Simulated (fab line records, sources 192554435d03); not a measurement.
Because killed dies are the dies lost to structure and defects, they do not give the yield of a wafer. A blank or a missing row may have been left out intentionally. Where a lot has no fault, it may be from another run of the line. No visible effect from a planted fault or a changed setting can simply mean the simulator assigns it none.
Which tool is to blame? -- flow n5_finfet -- 12 lots, 36 wafers sampled, at 6 steps of a route of 1938

== WHAT THE GAUGES READ, wafer by wafer ==
N5_BEOL_M2_RS_MEAS_58: uses a four-point probe to measure.
lot,measured,on,M2_RS (ohm/sq)
L075,day 7 10:22,film_metro-02,0.726 0.685 0.698
L076,day 8 00:39,film_metro-01,0.663 0.672 0.710
L079,day 8 04:04,film_metro-02,0.673 0.656 0.670
L081,day 9 17:10,film_metro-01,0.739 0.740 0.696
L083,day 9 19:46,film_metro-02,0.669 0.670 0.663
L085,day 9 23:35,film_metro-01,0.664 0.702 0.631
L087,day 10 12:04,film_metro-02,0.687 0.647 0.672
L089,day 10 18:17,film_metro-02,0.734 0.688 0.656
L092,day 11 16:15,film_metro-01,0.642 0.623 0.680
L093,day 11 22:30,film_metro-02,0.660 0.616 0.674
L095,day 12 13:23,film_metro-01,0.696 0.685 0.688
L097,day 12 20:06,film_metro-01,0.647 0.694 0.713

== WHAT TOOL EACH LOT RAN ON (gives the tool, then ch and the chambers of the sampled wafers, and finally the start) ==
lot,N5_BEOL_M2_DEGAS_44,N5_BEOL_M2_SURFACE_TREAT_85,N5_BEOL_M2_SPUTTER_90,N5_BEOL_M2_ANNEAL_91,N5_BEOL_M2_ANNEAL_93
L075,"pvd_sputter-02, day 7 06:32","pvd_sputter-03, day 7 06:53","pvd_sputter-02, day 7 08:32","pvd_sputter-02, day 7 08:37","pvd_sputter-02, day 7 08:50"
L076,"pvd_sputter-03, day 7 18:50","pvd_sputter-02, day 7 21:21","pvd_sputter-02, day 7 22:56","pvd_sputter-02, day 7 23:01","pvd_sputter-02, day 7 23:14"
L079,"pvd_sputter-02, day 8 00:19","pvd_sputter-02, day 8 00:38","pvd_sputter-01, day 8 01:59","pvd_sputter-01, day 8 02:04","pvd_sputter-01, day 8 02:17"
L081,"pvd_sputter-03, day 9 13:07","pvd_sputter-03, day 9 13:37","pvd_sputter-02, day 9 14:58","pvd_sputter-02, day 9 15:02","pvd_sputter-02, day 9 15:16"
L083,"pvd_sputter-03, day 9 15:58","pvd_sputter-01, day 9 16:17","pvd_sputter-01, day 9 17:50","pvd_sputter-01, day 9 17:55","pvd_sputter-01, day 9 18:08"
L085,"pvd_sputter-01, day 9 19:33","pvd_sputter-01, day 9 19:57","pvd_sputter-01, day 9 21:34","pvd_sputter-01, day 9 21:39","pvd_sputter-01, day 9 21:52"
L087,"pvd_sputter-03, day 10 08:37","pvd_sputter-02, day 10 08:59","pvd_sputter-03, day 10 10:21","pvd_sputter-03, day 10 10:26","pvd_sputter-03, day 10 10:39"
L089,"pvd_sputter-03, day 10 14:06","pvd_sputter-03, day 10 14:28","pvd_sputter-01, day 10 16:19","pvd_sputter-01, day 10 16:24","pvd_sputter-01, day 10 16:37"
L092,"pvd_sputter-02, day 11 12:53","pvd_sputter-01, day 11 13:13","pvd_sputter-02, day 11 14:32","pvd_sputter-02, day 11 14:37","pvd_sputter-02, day 11 14:50"
L093,"pvd_sputter-02, day 11 18:55","pvd_sputter-02, day 11 19:15","pvd_sputter-02, day 11 20:37","pvd_sputter-02, day 11 20:41","pvd_sputter-02, day 11 20:55"
L095,"pvd_sputter-02, day 12 09:49","pvd_sputter-01, day 12 10:09","pvd_sputter-03, day 12 11:41","pvd_sputter-03, day 12 11:46","pvd_sputter-03, day 12 11:59"
L097,"pvd_sputter-02, day 12 13:20","pvd_sputter-03, day 12 13:40","pvd_sputter-01, day 12 18:04","pvd_sputter-01, day 12 18:09","pvd_sputter-01, day 12 18:22"
- N5_BEOL_M2_DEGAS_44: time 60 s.
- N5_BEOL_M2_SURFACE_TREAT_85
- N5_BEOL_M2_SPUTTER_90: material Cu, target thk 4.5 nm, time 8.29 s.
- N5_BEOL_M2_ANNEAL_91: time 240 s.
- N5_BEOL_M2_ANNEAL_93: time 240 s.

== THE ANSWER, worked out from the rows above alone ==
Rule: the usual values come from the lots themselves. The widest of any qualifying gaps counts: lots, ordered by their means at a reading, are off when they make up no more than a third of the lots, leave a main group of 4 or more, and stand apart from it by 3 or more times the standard deviation of that group's means. A main group whose means are all the same, to the digits that the tables above print for the reading, isn't used. Also off: a lot with no number at a reading for which 4 or more lots have one. All remaining lots with rows at the step are treated as sound.
Nothing can be told from this: no lot is off at any reading shown.

== WHAT THE SIMULATOR HAD PUT IN ==
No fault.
